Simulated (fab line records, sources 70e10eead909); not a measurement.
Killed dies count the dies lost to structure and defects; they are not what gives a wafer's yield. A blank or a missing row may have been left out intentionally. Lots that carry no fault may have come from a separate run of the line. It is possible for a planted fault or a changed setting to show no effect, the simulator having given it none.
fab line records	flow nand-harc
record lots=24	wafers=72	last-day=25
route steps=1159 shown A_BLC@982 A_M0@1005 A_M1@1048
lots untouched by any fault: they come from a run of this same line in which no faults occurred
start-h: hours from the record's first day to the start of the lot's first wafer shown	wait-h: time in hours since the lot's previous step	" the same as in the row above	L1.1+2: one row covering several wafers at once	- either no value or no given start	* or withheld: withheld	< > ~ a bound
route shown NAME@n: names a module that has steps shown in the file, with the first one's number in the route	usual: mean and standard deviation over wafers with no fault	same: alike in all rows	chamber/n: place in a boat	sites: the reading at each site	_std_site: the standard deviation of these	_edge_site: inner sites' mean taken away from outer sites' mean	radius-mm: how far each site lies from the wafer's centre	mask NAME#n: copy n	behind: the most recent tool/chamber to have shaped the wafer	hold: why the lot went on hold/how many hours it stayed there/how the hold came to an end	device: names the non-switching transistor (n, p or np)	end of line: at the end of the route, the tests of the same wafers	step lacking rows: just its recipe	killed: dies lost to structure and defects at the first sort, not the wafer's yield	map: the dies of a wafer, with x for killed, . for not killed, _ for no die there
set.NAME: the setting that was run; set.NAME@STEP: the one run at that earlier step	model.NAME: the simulator's own value behind a step, which no gauge read
steps of the route over a sample of lots; a table a step, a row a wafer
services: a tool's chamber out of use, with start hour (start-h, from the record's first day; less than 0 if before it), hours out, and reason
## steps
# step NHARC_A_BLC_STRIP_29
# recipe cf4-flow-sccm=150	ar-flow-sccm=0	bias-w=0	chemistry=CF4
# usual drypump-motor-current-A=5.6/0.42	mfc-ar-sccm=0.013/0.011	oes-product-au=0.997/0.009	rf-vpp-V=59.2/0.89	showerhead-plenum-p-Torr=1.74/0.074	throttle-valve-pct=13.284/0.0085
lot.wafer	tool	chamber	start-h	wait-h	drypump-motor-current-A	mfc-ar-sccm	oes-product-au	rf-hours-counter-h	rf-vpp-V	showerhead-plenum-p-Torr	throttle-valve-pct
L074.3	rie-diel-12	1	393.29	0.1	5.1	0.018	1.005	1	59.8	1.71	13.292
L074.5	"	3	"	"	5.0	0	1.006	-	59.1	1.70	13.282
L074.4	"	1	"	"	5.1	0.018	1.006	-	59.4	1.71	13.278
L076.2	rie-diel-12	1	397.23	0.3	5.2	0.018	1.003	2	58.4	1.71	13.277
L076.3	"	0	"	"	5.7	0.028	1.001	2	59.4	1.66	13.298
L076.6	"	3	"	"	5.0	0	0.993	-	59.5	1.70	13.279
L075.2	rie-diel-12	0	397.94	0.1	5.7	0.028	1.003	2	59.3	1.66	13.279
L075.5	"	3	"	"	5.0	0	0.989	-	60.4	1.70	13.277
L075.4	"	1	"	"	5.2	0.018	0.996	-	58.2	1.71	13.284
L077.1	rie-diel-12	1	400.55	0.1	5.2	0.018	1.004	3	59.5	1.71	13.290
L077.4	"	0	"	"	5.7	0.028	0.999	-	59.9	1.66	13.304
L077.5	"	1	"	"	5.2	0.018	0.999	-	59.0	1.71	13.303
L079.1	rie-diel-03	3	406.69	0.1	5.7	0	1.004	1	61.0	1.84	13.287
L079.4	"	0	"	"	5.4	0.020	0.984	1	58.9	1.66	13.285
L079.5	"	3	"	"	5.7	0	1.003	-	58.3	1.84	13.288
L078.3	rie-diel-03	0	412.85	0.1	5.4	0.020	0.985	1	58.5	1.66	13.287
L078.4	"	1	"	"	5.4	0.018	0.991	2	58.9	1.70	13.286
L078.1	"	2	"	"	6.3	0	0.990	2	59.0	1.80	13.276
L080.2	rie-diel-12	2	422.34	0.1	6.1	0.020	0.993	3	59.6	1.86	13.276
L080.5	"	3	"	"	5.0	0	0.996	-	59.3	1.70	13.282
L080.6	"	0	"	"	5.7	0.028	1.002	-	58.3	1.66	13.284
L081.4	rie-diel-03	2	432.08	0.1	6.3	0	0.992	4	59.8	1.80	13.291
L081.2	"	3	"	"	5.7	0	1.009	4	59.2	1.84	13.267
L081.6	"	2	"	"	6.3	0	0.983	-	59.5	1.80	13.281
L082.2	rie-diel-03	0	446.37	0.1	5.5	0.020	0.992	4	58.4	1.65	13.280
L082.1	"	2	"	"	6.3	0	0.996	6	59.8	1.80	13.293
L082.6	"	0	"	"	5.5	0.020	1.000	-	57.4	1.65	13.283
L084.1	rie-diel-03	2	449.64	0.1	6.3	0	0.996	7	59.1	1.80	13.299
L084.4	"	3	"	"	5.7	0	1.014	6	60.6	1.84	13.281
L084.3	"	0	"	"	5.5	0.020	0.997	4	60.2	1.65	13.276
L083.3	rie-diel-12	2	449.94	0.1	6.1	0.020	1.003	4	59.4	1.86	13.285
L083.4	"	0	"	"	5.7	0.028	1.000	6	59.7	1.66	13.272
L083.5	"	2	"	"	6.1	0.020	0.990	-	58.1	1.86	13.287
L088.1	rie-diel-05	3	457.45	0.1	5.8	0.010	1.004	39	60.5	1.88	13.289
L088.3	"	0	"	"	5.7	0.015	0.996	41	58.0	1.65	13.270
L088.6	"	0	"	"	5.7	0.015	0.992	-	58.9	1.65	13.290
L087.4	rie-diel-12	2	458.21	0.1	6.2	0.020	0.997	5	60.0	1.86	13.281
L087.2	"	3	"	"	5.0	0	0.984	7	59.7	1.70	13.281
L087.5	"	1	"	"	5.1	0.018	1.009	-	59.9	1.71	13.279
L086.3	rie-diel-12	1	460.63	0.1	5.2	0.018	1.010	7	59.2	1.70	13.291
L086.2	"	2	"	"	6.1	0.020	0.990	5	59.5	1.86	13.286
L086.5	"	2	"	"	6.2	0.020	0.976	-	58.6	1.86	13.282
L089.3	rie-diel-03	1	471.12	0.1	5.4	0.018	1.001	9	58.3	1.70	13.290
L089.5	"	1	"	"	5.4	0.018	0.995	-	59.6	1.70	13.269
L089.6	"	2	"	"	6.3	0	0.999	-	58.1	1.80	13.288
L085.1	rie-diel-03	2	471.46	0.1	6.3	0	0.993	9	60.8	1.80	13.275
L085.2	"	3	"	"	5.7	0	1.008	9	60.5	1.84	13.278
L085.3	"	1	"	"	5.4	0.018	0.997	9	60.2	1.70	13.269
L091.3	rie-diel-03	0	479.04	0.1	5.5	0.020	1.006	8	60.6	1.65	13.281
L091.4	"	1	"	"	5.4	0.018	0.997	9	57.9	1.70	13.286
L091.5	"	1	"	"	5.4	0.018	1.003	-	58.6	1.70	13.302
L090.4	rie-diel-12	0	494.03	0.1	5.7	0.028	0.999	10	59.0	1.66	13.291
L090.1	"	2	"	"	6.1	0.020	0.995	9	59.6	1.86	13.281
L090.5	"	1	"	"	5.2	0.018	1.014	-	58.2	1.70	13.293
L093.1	rie-diel-12	2	501.86	0.1	6.2	0.020	0.994	10	58.6	1.86	13.269
L093.3	"	1	"	"	5.1	0.018	1.007	12	59.5	1.70	13.280
L093.5	"	2	"	"	6.2	0.020	0.996	-	59.1	1.85	13.292
L092.3	rie-diel-03	0	502.65	0.1	5.5	0.020	0.984	9	58.6	1.65	13.276
L092.5	"	0	"	"	5.5	0.020	0.990	-	58.3	1.65	13.277
L092.6	"	1	"	"	5.4	0.018	0.993	-	58.9	1.70	13.284
L094.3	rie-diel-03	3	510.48	0.1	5.7	0	0.996	12	61.1	1.84	13.298
L094.1	"	1	"	"	5.4	0.018	0.999	12	59.3	1.70	13.267
L094.6	"	0	"	"	5.5	0.020	0.978	-	58.5	1.65	13.287
L097.2	rie-diel-12	1	525.16	0.1	5.1	0.018	0.999	14	59.0	1.70	13.296
L097.1	"	3	"	"	5.0	0	0.978	14	59.6	1.70	13.273
L097.6	"	1	"	"	5.2	0.018	1.002	-	59.1	1.70	13.286
L095.1	rie-diel-12	3	543.99	0.1	5.0	0	0.993	16	60.5	1.70	13.292
L095.3	"	1	"	"	5.1	0.018	1.002	16	58.0	1.70	13.295
L095.5	"	2	"	"	6.2	0.020	0.996	-	59.3	1.85	13.288
L096.2	rie-diel-12	2	548.82	0.1	6.1	0.020	0.984	15	60.0	1.85	13.288
L096.4	"	0	"	"	5.7	0.028	0.984	17	58.5	1.66	13.287
L096.5	"	1	"	"	5.2	0.018	0.998	-	60.0	1.70	13.283
# step NHARC_A_M0_OVL_MEAS_10
# recipe pitch-nm=160
# usual overlay-x-nm=-0.1/0.88	overlay-y-nm=-0.3/0.88
lot.wafer	tool	chamber	start-h	wait-h	overlay-x-nm	overlay-y-nm
L074.3	overlay-01	-	398.01	-	0.7	-0.6
L074.4	"	-	"	"	0.5	-0.5
L074.5	"	-	"	"	0.2	-0.9
L076.2	overlay-02	-	400.21	-	0.3	-1.7
L076.3	"	-	"	"	0.0	-1.1
L076.6	"	-	"	"	0.6	-1.7
L075.2	overlay-01	-	400.91	-	-1.0	-0.3
L075.4	"	-	"	"	-1.2	-0.1
L075.5	"	-	"	"	-1.1	-0.6
L077.1	overlay-01	-	403.50	-	-1.0	0.9
L077.4	"	-	"	"	-1.0	0.6
L077.5	"	-	"	"	-0.8	1.2
L079.1	overlay-02	-	409.57	-	-0.3	0.5
L079.4	"	-	"	"	-0.3	1.2
L079.5	"	-	"	"	-0.1	0.6
L078.1	overlay-02	-	421.07	-	-0.2	-0.5
L078.3	"	-	"	"	0.1	-1.0
L078.4	"	-	"	"	0.7	-0.7
L080.2	overlay-01	-	425.43	-	-0.3	-1.0
L080.5	"	-	"	"	-0.2	-0.2
L080.6	"	-	"	"	-0.2	-1.0
L081.2	overlay-02	-	436.09	-	0.0	1.5
L081.4	"	-	"	"	0.0	1.6
L081.6	"	-	"	"	-0.2	1.4
L082.1	overlay-02	-	449.27	-	0.3	1.8
L082.2	"	-	"	"	0.0	1.3
L082.6	"	-	"	"	0.5	1.4
L084.1	overlay-01	-	455.78	-	-2.0	-1.2
L084.3	"	-	"	"	-1.7	-0.8
L084.4	"	-	"	"	-2.2	-1.2
L083.3	overlay-01	-	455.94	-	0.3	-0.1
L083.4	"	-	"	"	0.2	0.0
L083.5	"	-	"	"	0.2	-0.3
L088.1	overlay-01	-	460.40	-	-0.2	-0.9
L088.3	"	-	"	"	0.1	-1.0
L088.6	"	-	"	"	-0.7	0.0
L087.2	overlay-01	-	461.10	-	-0.9	0.3
L087.4	"	-	"	"	-0.1	-0.2
L087.5	"	-	"	"	-0.1	0.3
L086.2	overlay-02	-	463.56	-	0.8	-0.3
L086.3	"	-	"	"	1.2	-0.5
L086.5	"	-	"	"	1.3	-0.2
L089.3	overlay-01	-	474.01	-	-1.0	-0.5
L089.5	"	-	"	"	-1.5	-0.5
L089.6	"	-	"	"	-1.5	-0.5
L085.1	overlay-02	-	474.45	-	1.8	-1.2
L085.2	"	-	"	"	1.3	-0.9
L085.3	"	-	"	"	2.2	-1.6
L091.3	overlay-02	-	492.59	-	0.6	-0.5
L091.4	"	-	"	"	-0.2	-0.2
L091.5	"	-	"	"	0.3	-0.9
L090.1	overlay-02	-	496.93	-	0.3	-0.8
L090.4	"	-	"	"	-0.1	-0.7
L090.5	"	-	"	"	0.5	-0.6
L093.1	overlay-01	-	507.37	-	0.9	-1.1
L093.3	"	-	"	"	0.7	-1.5
L093.5	"	-	"	"	1.0	-1.2
L092.3	overlay-02	-	507.90	-	0.2	-0.2
L092.5	"	-	"	"	0.1	0.1
L092.6	"	-	"	"	-0.1	0.0
L094.1	overlay-02	-	514.23	-	-0.6	-0.3
L094.3	"	-	"	"	-0.8	-0.7
L094.6	"	-	"	"	-1.5	-0.1
L097.1	overlay-01	-	530.36	-	-0.7	0.5
L097.2	"	-	"	"	-1.1	0.2
L097.6	"	-	"	"	-0.6	0.6
L095.1	overlay-01	-	548.09	-	-1.1	-0.8
L095.3	"	-	"	"	-1.5	0.2
L095.5	"	-	"	"	-0.9	-0.7
L096.2	overlay-02	-	555.62	-	0.9	-1.4
L096.4	"	-	"	"	0.6	-1.5
L096.5	"	-	"	"	1.1	-1.8
# step NHARC_A_M0_STRIP_18
# recipe power-w=1000	n2-flow-sccm=150	h2-flow-sccm=150	ar-flow-sccm=0	bias-w=0	chemistry=N2/H2
# usual drypump-motor-current-A=5.6/0.61	mfc-ar-sccm=0.014/0.012	oes-product-au=0.999/0.0097	rf-vpp-V=90.4/0.97	showerhead-plenum-p-Torr=2.01/0.081	throttle-valve-pct=14.171/0.0089
lot.wafer	tool	chamber	start-h	wait-h	drypump-motor-current-A	mfc-ar-sccm	oes-product-au	rf-hours-counter-h	rf-vpp-V	showerhead-plenum-p-Torr	throttle-valve-pct
L074.4	rie-diel-11	2	398.49	0.1	5.9	0.021	1.019	2	91.1	2.11	14.163
L074.3	"	3	"	"	5.4	0.020	1.014	2	88.9	1.99	14.180
L074.5	"	2	"	"	5.9	0.021	1.020	-	91.0	2.11	14.173
L076.2	rie-diel-07	2	400.75	0.1	6.5	0.031	1.008	11	90.2	2.01	14.167
L076.3	"	0	"	"	5.4	0.011	1.003	10	89.3	2.10	14.180
L076.6	"	1	"	"	5.7	0.025	0.989	-	88.6	1.90	14.177
L075.2	rie-diel-11	1	401.41	0.1	4.7	0	0.978	2	91.5	2.17	14.172
L075.4	"	0	"	"	5.5	0	1.006	-	88.9	1.93	14.169
L075.5	"	3	"	"	5.4	0.020	1.001	-	90.6	1.99	14.177
L077.1	rie-diel-07	1	404.02	0.1	5.7	0.025	0.987	12	89.9	1.90	14.187
L077.4	"	0	"	"	5.4	0.011	1.004	10	90.7	2.10	14.160
L077.5	"	2	"	"	6.6	0.031	0.991	-	90.0	2.01	14.163
L079.4	rie-diel-11	2	410.07	0.1	5.9	0.021	1.003	3	90.6	2.11	14.171
L079.1	"	3	"	"	5.4	0.020	0.997	4	90.4	1.99	14.177
L079.5	"	1	"	"	4.8	0	0.991	-	90.4	2.16	14.193
L078.1	rie-diel-07	0	421.57	0.1	5.4	0.011	0.991	0	90.4	2.10	14.196
L078.4	"	1	"	"	5.7	0.025	0.990	0	89.0	1.90	14.175
L078.3	"	2	"	"	6.6	0.031	1.002	0	90.5	2.01	14.168
L080.2	rie-diel-01	0	425.97	0.1	5.0	0	0.993	7	89.5	2.05	14.157
L080.6	"	1	"	"	4.8	0.027	0.996	-	91.0	2.03	14.166
L080.5	"	2	"	"	5.8	0	0.999	-	92.0	2.04	14.171
L081.2	rie-diel-07	1	436.63	0.1	5.7	0.025	0.975	1	89.6	1.90	14.179
L081.4	"	3	"	"	6.6	0.014	1.010	1	90.6	1.93	14.171
L081.6	"	1	"	"	5.7	0.025	0.985	-	89.7	1.90	14.173
L082.2	rie-diel-07	1	449.74	0.1	5.7	0.025	0.977	2	89.3	1.90	14.155
L082.1	"	3	"	"	6.6	0.014	1.010	2	89.7	1.93	14.172
L082.6	"	1	"	"	5.7	0.025	0.979	-	89.1	1.90	14.173
L084.4	rie-diel-01	1	456.25	0.1	4.8	0.027	0.991	10	91.1	2.03	14.165
L084.3	"	2	"	"	5.7	0	1.002	8	91.4	2.04	14.178
L084.1	"	0	"	"	5.0	0	0.998	10	92.1	2.05	14.180
L083.3	rie-diel-07	2	456.41	0.1	6.6	0.031	1.004	2	90.5	2.00	14.166
L083.4	"	3	"	"	6.6	0.014	1.000	2	89.4	1.93	14.183
L083.5	"	3	"	"	6.6	0.014	1.000	-	90.0	1.93	14.165
L088.1	rie-diel-07	2	460.87	0.1	6.6	0.031	1.011	3	89.8	2.01	14.170
L088.3	"	3	"	"	6.6	0.014	0.999	3	89.3	1.93	14.167
L088.6	"	2	"	"	6.6	0.031	1.000	-	89.6	2.00	14.174
L087.4	rie-diel-07	1	461.61	0.1	5.7	0.025	0.984	3	89.6	1.90	14.178
L087.2	"	3	"	"	6.6	0.014	1.005	3	89.0	1.93	14.172
L087.5	"	1	"	"	5.7	0.025	0.984	-	89.6	1.90	14.156
L086.2	rie-diel-01	0	464.03	0.1	5.0	0	0.990	10	89.6	2.05	14.171
L086.3	"	1	"	"	4.8	0.027	0.997	10	92.0	2.03	14.176
L086.5	"	1	"	"	4.8	0.027	0.999	-	92.3	2.03	14.183
L089.3	rie-diel-11	3	474.50	0.1	5.4	0.020	1.006	9	90.5	1.98	14.177
L089.5	"	2	"	"	5.9	0.021	1.005	-	90.5	2.11	14.182
L089.6	"	3	"	"	5.4	0.020	1.005	-	91.1	1.98	14.179
L085.2	rie-diel-07	2	474.93	0.1	6.6	0.031	1.006	4	90.8	2.00	14.174
L085.3	"	0	"	"	5.3	0.011	1.002	3	91.0	2.10	14.176
L085.1	"	1	"	"	5.7	0.025	0.993	3	89.0	1.90	14.188
L091.4	rie-diel-11	3	493.08	0.1	5.4	0.020	1.010	10	91.1	1.98	14.180
L091.3	"	1	"	"	4.8	0	0.966	11	93.1	2.16	14.161
L091.5	"	2	"	"	5.9	0.021	1.012	-	89.8	2.11	14.155
L090.1	rie-diel-11	1	497.43	0.1	4.7	0	0.976	11	91.1	2.16	14.166
L090.4	"	2	"	"	5.9	0.021	1.010	9	90.9	2.11	14.171
L090.5	"	0	"	"	5.5	0	1.004	-	89.7	1.92	14.165
L093.3	rie-diel-01	2	507.87	0.1	5.7	0	0.995	0	91.8	2.04	14.155
L093.1	"	3	"	"	5.3	0	1.005	1	90.9	1.90	14.170
L093.5	"	1	"	"	4.8	0.027	0.999	-	91.4	2.03	14.162
L092.3	rie-diel-01	3	508.39	0.1	5.3	0	1.012	1	90.2	1.90	14.163
L092.6	"	3	"	"	5.3	0	1.003	-	90.0	1.90	14.183
L092.5	"	0	"	"	5.0	0	0.994	-	91.1	2.05	14.185
L094.3	rie-diel-07	2	514.70	0.1	6.5	0.031	1.020	7	90.4	2.00	14.181
L094.1	"	3	"	"	6.6	0.014	0.996	6	89.4	1.93	14.162
L094.6	"	3	"	"	6.7	0.014	1.008	-	91.0	1.93	14.188
L097.2	rie-diel-11	0	530.89	0.1	5.4	0	0.997	15	88.6	1.92	14.160
L097.1	"	1	"	"	4.7	0	0.993	15	90.2	2.16	14.169
L097.6	"	2	"	"	5.9	0.021	1.008	-	91.3	2.11	14.161
L095.1	rie-diel-01	1	548.65	0.1	4.8	0.027	0.986	2	90.6	2.03	14.184
L095.3	"	2	"	"	5.7	0	0.998	3	91.3	2.04	14.170
L095.5	"	0	"	"	4.9	0	0.997	-	89.7	2.05	14.182
L096.2	rie-diel-01	3	556.16	0.1	5.3	0	1.007	4	91.2	1.90	14.170
L096.4	"	1	"	"	4.8	0.027	0.986	3	89.6	2.03	14.175
L096.5	"	2	"	"	5.8	0	0.992	-	91.4	2.04	14.156
# step NHARC_A_M0_PRE_CLEAN_29
# recipe time-s=30	temp-c=280	gas=H2/He
# usual heater-power-w=426/43
lot.wafer	tool	chamber	start-h	wait-h	heater-power-w
L074.3	pvd-sputter-01	-	-	-	488
L074.4	"	-	"	"	430
L074.5	"	-	"	"	407
L076.3	pvd-sputter-03	-	-	-	465
L076.2	"	-	"	"	399
L076.6	"	-	"	"	462
L075.2	pvd-sputter-01	-	-	-	369
L075.4	"	-	"	"	429
L075.5	"	-	"	"	375
L077.1	pvd-sputter-01	-	-	-	472
L077.4	"	-	"	"	412
L077.5	"	-	"	"	407
L079.1	pvd-sputter-01	-	-	-	370
L079.4	"	-	"	"	410
L079.5	"	-	"	"	483
L078.3	pvd-sputter-01	-	-	-	406
L078.1	"	-	"	"	373
L078.4	"	-	"	"	486
L080.2	pvd-sputter-01	-	-	-	381
L080.5	"	-	"	"	482
L080.6	"	-	"	"	416
L081.2	pvd-sputter-01	-	-	-	482
L081.4	"	-	"	"	379
L081.6	"	-	"	"	400
L082.1	pvd-sputter-02	-	-	-	494
L082.2	"	-	"	"	414
L082.6	"	-	"	"	491
L084.3	pvd-sputter-03	-	-	-	391
L084.1	"	-	"	"	472
L084.4	"	-	"	"	475
L083.4	pvd-sputter-01	-	-	-	438
L083.3	"	-	"	"	403
L083.5	"	-	"	"	366
L088.1	pvd-sputter-02	-	-	-	375
L088.3	"	-	"	"	411
L088.6	"	-	"	"	509
L087.4	pvd-sputter-01	-	-	-	406
L087.2	"	-	"	"	441
L087.5	"	-	"	"	414
L086.2	pvd-sputter-01	-	-	-	492
L086.3	"	-	"	"	402
L086.5	"	-	"	"	369
L089.3	pvd-sputter-03	-	-	-	386
L089.5	"	-	"	"	456
L089.6	"	-	"	"	461
L085.3	pvd-sputter-01	-	-	-	477
L085.1	"	-	"	"	416
L085.2	"	-	"	"	373
L091.4	pvd-sputter-01	-	-	-	436
L091.3	"	-	"	"	368
L091.5	"	-	"	"	371
L090.4	pvd-sputter-02	-	-	-	404
L090.1	"	-	"	"	506
L090.5	"	-	"	"	395
L093.1	pvd-sputter-01	-	-	-	383
L093.3	"	-	"	"	479
L093.5	"	-	"	"	437
L092.3	pvd-sputter-03	-	-	-	401
L092.6	"	-	"	"	458
L092.5	"	-	"	"	386
L094.3	pvd-sputter-03	-	-	-	442
L094.1	"	-	"	"	378
L094.6	"	-	"	"	463
L097.2	pvd-sputter-01	-	-	-	397
L097.1	"	-	"	"	443
L097.6	"	-	"	"	501
L095.1	pvd-sputter-01	-	-	-	490
L095.3	"	-	"	"	392
L095.5	"	-	"	"	388
L096.4	pvd-sputter-03	-	-	-	477
L096.2	"	-	"	"	398
L096.5	"	-	"	"	458
# step NHARC_A_M0_PVD_21
# recipe target-thk-a=300	chamber-pressure-pa=5	power-w=5000	substrate-temp-c=30	time-s=20.49	material=Cu
# usual throttle-valve-pct=30.1/0.88
lot.wafer	tool	chamber	start-h	wait-h	throttle-valve-pct
L074.3	pvd-sputter-01	-	-	-	30.7
L074.4	"	-	"	"	29.2
L074.5	"	-	"	"	30.8
L076.3	pvd-sputter-03	-	-	-	28.9
L076.2	"	-	"	"	30.0
L076.6	"	-	"	"	30.6
L075.4	pvd-sputter-01	-	-	-	29.4
L075.2	"	-	"	"	30.5
L075.5	"	-	"	"	31.7
L077.4	pvd-sputter-01	-	-	-	29.5
L077.1	"	-	"	"	31.8
L077.5	"	-	"	"	30.8
L079.4	pvd-sputter-01	-	-	-	29.1
L079.1	"	-	"	"	29.5
L079.5	"	-	"	"	31.6
L078.1	pvd-sputter-01	-	-	-	31.5
L078.3	"	-	"	"	29.4
L078.4	"	-	"	"	30.6
L080.2	pvd-sputter-01	-	-	-	30.7
L080.6	"	-	"	"	29.3
L080.5	"	-	"	"	30.6
L081.2	pvd-sputter-01	-	-	-	31.7
L081.4	"	-	"	"	29.5
L081.6	"	-	"	"	29.0
L082.2	pvd-sputter-02	-	-	-	29.5
L082.1	"	-	"	"	29.1
L082.6	"	-	"	"	30.9
L084.1	pvd-sputter-03	-	-	-	30.2
L084.4	"	-	"	"	29.0
L084.3	"	-	"	"	30.7
L083.4	pvd-sputter-01	-	-	-	31.5
L083.3	"	-	"	"	29.6
L083.5	"	-	"	"	29.3
L088.3	pvd-sputter-02	-	-	-	30.1
L088.1	"	-	"	"	29.6
L088.6	"	-	"	"	30.1
L087.4	pvd-sputter-01	-	-	-	31.9
L087.2	"	-	"	"	30.6
L087.5	"	-	"	"	29.0
L086.2	pvd-sputter-01	-	-	-	31.8
L086.3	"	-	"	"	28.8
L086.5	"	-	"	"	29.2
L089.3	pvd-sputter-03	-	-	-	29.8
L089.6	"	-	"	"	29.7
L089.5	"	-	"	"	30.5
L085.3	pvd-sputter-01	-	-	-	29.3
L085.1	"	-	"	"	29.2
L085.2	"	-	"	"	31.4
L091.4	pvd-sputter-01	-	-	-	29.0
L091.3	"	-	"	"	30.7
L091.5	"	-	"	"	29.2
L090.1	pvd-sputter-02	-	-	-	29.6
L090.4	"	-	"	"	30.8
L090.5	"	-	"	"	29.8
L093.3	pvd-sputter-01	-	-	-	29.4
L093.1	"	-	"	"	30.8
L093.5	"	-	"	"	29.3
L092.3	pvd-sputter-03	-	-	-	29.8
L092.6	"	-	"	"	29.8
L092.5	"	-	"	"	30.3
L094.3	pvd-sputter-03	-	-	-	29.9
L094.1	"	-	"	"	30.7
L094.6	"	-	"	"	29.8
L097.1	pvd-sputter-01	-	-	-	29.7
L097.2	"	-	"	"	29.3
L097.6	"	-	"	"	31.1
L095.3	pvd-sputter-01	-	-	-	30.5
L095.1	"	-	"	"	29.5
L095.5	"	-	"	"	30.3
L096.4	pvd-sputter-03	-	-	-	29.9
L096.2	"	-	"	"	29.6
L096.5	"	-	"	"	30.6
# step NHARC_A_M1_PVD_20
# recipe target-thk-a=50	bias-v=168.6	power-w=15000	chamber-pressure-pa=0.12	time-s=8.06	substrate-temp-c=50	material=TaN
# usual throttle-valve-pct=30.0/0.83
lot.wafer	tool	chamber	start-h	wait-h	throttle-valve-pct
L074.3	pvd-sputter-03	-	-	-	30.1
L074.4	"	-	"	"	29.9
L074.5	"	-	"	"	30.5
L076.3	pvd-sputter-03	-	-	-	30.5
L076.2	"	-	"	"	29.9
L076.6	"	-	"	"	30.2
L075.4	pvd-sputter-02	-	-	-	28.8
L075.2	"	-	"	"	30.8
L075.5	"	-	"	"	30.6
L077.4	pvd-sputter-03	-	-	-	30.1
L077.1	"	-	"	"	30.3
L077.5	"	-	"	"	30.5
L079.4	pvd-sputter-01	-	-	-	29.4
L079.1	"	-	"	"	30.3
L079.5	"	-	"	"	29.3
L078.1	pvd-sputter-01	-	-	-	29.5
L078.3	"	-	"	"	29.0
L078.4	"	-	"	"	31.7
L080.2	pvd-sputter-01	-	-	-	29.4
L080.6	"	-	"	"	30.7
L080.5	"	-	"	"	29.4
L081.2	pvd-sputter-01	-	-	-	28.9
L081.4	"	-	"	"	29.5
L081.6	"	-	"	"	30.5
L082.2	pvd-sputter-03	-	-	-	28.8
L082.1	"	-	"	"	29.7
L082.6	"	-	"	"	29.0
L084.4	pvd-sputter-01	-	-	-	31.7
L084.1	"	-	"	"	30.6
L084.3	"	-	"	"	29.3
L083.3	pvd-sputter-01	-	-	-	31.8
L083.4	"	-	"	"	29.4
L083.5	"	-	"	"	28.9
L088.3	pvd-sputter-02	-	-	-	29.1
L088.1	"	-	"	"	29.4
L088.6	"	-	"	"	30.7
L087.4	pvd-sputter-02	-	-	-	29.4
L087.2	"	-	"	"	30.3
L087.5	"	-	"	"	29.6
L086.2	pvd-sputter-03	-	-	-	30.7
L086.3	"	-	"	"	29.7
L086.5	"	-	"	"	30.5
L089.3	pvd-sputter-02	-	-	-	30.8
L089.5	"	-	"	"	30.9
L089.6	"	-	"	"	29.1
L085.1	pvd-sputter-01	-	-	-	29.2
L085.2	"	-	"	"	29.0
L085.3	"	-	"	"	31.8
L091.4	pvd-sputter-01	-	-	-	31.6
L091.3	"	-	"	"	29.5
L091.5	"	-	"	"	30.7
L090.4	pvd-sputter-02	-	-	-	30.1
L090.1	"	-	"	"	29.8
L090.5	"	-	"	"	30.3
L093.1	pvd-sputter-02	-	-	-	30.8
L093.3	"	-	"	"	30.3
L093.5	"	-	"	"	31.1
L092.3	pvd-sputter-01	-	-	-	30.5
L092.5	"	-	"	"	32.0
L092.6	"	-	"	"	29.5
L094.1	pvd-sputter-03	-	-	-	30.5
L094.3	"	-	"	"	30.4
L094.6	"	-	"	"	30.0
L097.2	pvd-sputter-03	-	-	-	30.5
L097.1	"	-	"	"	29.7
L097.6	"	-	"	"	30.4
L095.3	pvd-sputter-02	-	-	-	30.3
L095.1	"	-	"	"	31.0
L095.5	"	-	"	"	29.2
L096.2	pvd-sputter-01	-	-	-	29.6
L096.4	"	-	"	"	30.2
L096.5	"	-	"	"	31.5
## services
tool	chamber	start-h	hours	kind
pvd-sputter-03	-	373.09	3.2	repair
rie-diel-12	-	379.43	9.0	pm
rie-diel-07	0	380.67	6.1	repair
pvd-sputter-02	-	385.61	10.0	repair
rie-diel-12	2	390.66	11.2	repair
rie-diel-03	-	392.30	9.0	pm
rie-diel-11	2	399.75	4.5	repair
rie-diel-07	-	402.40	1.2	repair
rie-diel-07	-	405.20	9.0	pm
rie-diel-03	0	417.05	9.7	repair
pvd-sputter-03	-	418.19	5.3	repair
rie-diel-03	-	428.97	0.8	repair
pvd-sputter-03	-	431.64	1.4	repair
rie-diel-01	1	433.01	8.9	repair
rie-diel-12	1	435.64	4.4	repair
rie-diel-01	2	436.82	6.7	repair
rie-diel-03	1	442.17	2.5	repair
pvd-sputter-03	-	458.00	10.0	pm
rie-diel-03	3	472.58	4.9	repair
rie-diel-03	0	479.40	12.8	repair
pvd-sputter-01	-	514.05	10.0	pm
rie-diel-07	2	544.36	5.8	repair
pvd-sputter-03	-	547.26	8.7	repair
rie-diel-12	-	556.43	9.0	pm
## key
fault none
